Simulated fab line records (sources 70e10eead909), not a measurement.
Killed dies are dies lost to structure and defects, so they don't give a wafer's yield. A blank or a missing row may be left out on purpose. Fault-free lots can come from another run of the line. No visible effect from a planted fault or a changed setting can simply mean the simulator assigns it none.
Matching of chambers || flow nand-harc || NHARC_P_BONDPAD_ACTIVATE_29 on rie-diel-05: 4 sister chambers
The step chemistry N2, time 60 s. 18 wafers are shown with their chamber, then 9 later ones without.

## WAFERS PAIRED WITH THEIR CHAMBERS
{"wafer": "L075.3", "chamber": 0, "drypump-motor-current-A (A)": 6.5, "showerhead-plenum-p-Torr (Torr)": 1.70, "oes-product-au (a.u.)": 0.996}
{"wafer": "L075.4", "chamber": 2, "drypump-motor-current-A (A)": 5.3, "showerhead-plenum-p-Torr (Torr)": 1.80, "oes-product-au (a.u.)": 1.013}
{"wafer": "L075.6", "chamber": 1, "drypump-motor-current-A (A)": 5.2, "showerhead-plenum-p-Torr (Torr)": 1.83, "oes-product-au (a.u.)": 0.998}
{"wafer": "L080.1", "chamber": 1, "drypump-motor-current-A (A)": 5.2, "showerhead-plenum-p-Torr (Torr)": 1.83, "oes-product-au (a.u.)": 1.006}
{"wafer": "L080.2", "chamber": 2, "drypump-motor-current-A (A)": 5.3, "showerhead-plenum-p-Torr (Torr)": 1.80, "oes-product-au (a.u.)": 1.010}
{"wafer": "L080.4", "chamber": 3, "drypump-motor-current-A (A)": 6.7, "showerhead-plenum-p-Torr (Torr)": 1.69, "oes-product-au (a.u.)": 0.990}
{"wafer": "L083.4", "chamber": 0, "drypump-motor-current-A (A)": 6.5, "showerhead-plenum-p-Torr (Torr)": 1.69, "oes-product-au (a.u.)": 1.000}
{"wafer": "L083.5", "chamber": 3, "drypump-motor-current-A (A)": 6.6, "showerhead-plenum-p-Torr (Torr)": 1.69, "oes-product-au (a.u.)": 1.000}
{"wafer": "L083.6", "chamber": 2, "drypump-motor-current-A (A)": 5.3, "showerhead-plenum-p-Torr (Torr)": 1.80, "oes-product-au (a.u.)": 1.015}
{"wafer": "L084.2", "chamber": 0, "drypump-motor-current-A (A)": 6.5, "showerhead-plenum-p-Torr (Torr)": 1.69, "oes-product-au (a.u.)": 1.007}
{"wafer": "L084.3", "chamber": 2, "drypump-motor-current-A (A)": 5.3, "showerhead-plenum-p-Torr (Torr)": 1.80, "oes-product-au (a.u.)": 1.013}
{"wafer": "L084.5", "chamber": 1, "drypump-motor-current-A (A)": 5.2, "showerhead-plenum-p-Torr (Torr)": 1.83, "oes-product-au (a.u.)": 1.001}
{"wafer": "L086.2", "chamber": 1, "drypump-motor-current-A (A)": 5.3, "showerhead-plenum-p-Torr (Torr)": 1.82, "oes-product-au (a.u.)": 1.000}
{"wafer": "L086.3", "chamber": 2, "drypump-motor-current-A (A)": 5.3, "showerhead-plenum-p-Torr (Torr)": 1.80, "oes-product-au (a.u.)": 1.016}
{"wafer": "L086.5", "chamber": 1, "drypump-motor-current-A (A)": 5.3, "showerhead-plenum-p-Torr (Torr)": 1.82, "oes-product-au (a.u.)": 1.007}
{"wafer": "L090.3", "chamber": 0, "drypump-motor-current-A (A)": 6.5, "showerhead-plenum-p-Torr (Torr)": 1.69, "oes-product-au (a.u.)": 1.016}
{"wafer": "L090.4", "chamber": 3, "drypump-motor-current-A (A)": 6.7, "showerhead-plenum-p-Torr (Torr)": 1.68, "oes-product-au (a.u.)": 0.984}
{"wafer": "L090.5", "chamber": 1, "drypump-motor-current-A (A)": 5.2, "showerhead-plenum-p-Torr (Torr)": 1.82, "oes-product-au (a.u.)": 1.016}

SIGNATURES (means of the wafers above)
{"reading": "drypump-motor-current-A", "chamber 0": 6.500, "chamber 1": 5.233, "chamber 2": 5.300, "chamber 3": 6.667, "scatter within a chamber": 0.0378}
{"reading": "showerhead-plenum-p-Torr", "chamber 0": 1.6925, "chamber 1": 1.8250, "chamber 2": 1.8000, "chamber 3": 1.6867, "scatter within a chamber": 0.00456}
{"reading": "oes-product-au", "chamber 0": 1.00475, "chamber 1": 1.00467, "chamber 2": 1.01340, "chamber 3": 0.99133, "scatter within a chamber": 0.00654}
Rule: for each reading, subtract the chamber's mean from the wafer's reading, divide by that reading's scatter and square the result; add these up over the readings and take the root, which gives the wafer's distance from the chamber. The wafer belongs to the nearest chamber; if the next one is less than 2 further off, it can't be placed. The scatter: take each reading less its chamber's mean, square it, sum over the shown wafers, divide by the number of wafers less the number of chambers, and take the root.

## WAFERS WITHOUT THEIR CHAMBER
{"wafer": "L090.1", "drypump-motor-current-A (A)": 5.2, "showerhead-plenum-p-Torr (Torr)": 1.82, "oes-product-au (a.u.)": 1.010}
{"wafer": "L090.2", "drypump-motor-current-A (A)": 5.3, "showerhead-plenum-p-Torr (Torr)": 1.80, "oes-product-au (a.u.)": 1.023}
{"wafer": "L090.6", "drypump-motor-current-A (A)": 6.5, "showerhead-plenum-p-Torr (Torr)": 1.69, "oes-product-au (a.u.)": 1.008}
{"wafer": "L091.1", "drypump-motor-current-A (A)": 6.6, "showerhead-plenum-p-Torr (Torr)": 1.68, "oes-product-au (a.u.)": 0.985}
{"wafer": "L091.2", "drypump-motor-current-A (A)": 5.2, "showerhead-plenum-p-Torr (Torr)": 1.82, "oes-product-au (a.u.)": 1.008}
{"wafer": "L091.5", "drypump-motor-current-A (A)": 6.5, "showerhead-plenum-p-Torr (Torr)": 1.69, "oes-product-au (a.u.)": 1.009}
{"wafer": "L092.1", "drypump-motor-current-A (A)": 6.5, "showerhead-plenum-p-Torr (Torr)": 1.69, "oes-product-au (a.u.)": 1.018}
{"wafer": "L092.5", "drypump-motor-current-A (A)": 6.5, "showerhead-plenum-p-Torr (Torr)": 1.69, "oes-product-au (a.u.)": 1.022}
{"wafer": "L092.6", "drypump-motor-current-A (A)": 5.2, "showerhead-plenum-p-Torr (Torr)": 1.82, "oes-product-au (a.u.)": 1.010}

## WHICH CHAMBER EACH WENT THROUGH
{"wafer": "L090.1", "from the rows above": 1, "in truth": 1}
{"wafer": "L090.2", "from the rows above": 2, "in truth": 2}
{"wafer": "L090.6", "from the rows above": 0, "in truth": 0}
{"wafer": "L091.1", "from the rows above": 3, "in truth": 3}
{"wafer": "L091.2", "from the rows above": 1, "in truth": 1}
{"wafer": "L091.5", "from the rows above": 0, "in truth": 0}
{"wafer": "L092.1", "from the rows above": 0, "in truth": 0}
{"wafer": "L092.5", "from the rows above": 0, "in truth": 0}
{"wafer": "L092.6", "from the rows above": 1, "in truth": 1}
Placed correctly: 9 of 9. Number that these rows cannot place: 0. 0 placed wrongly.
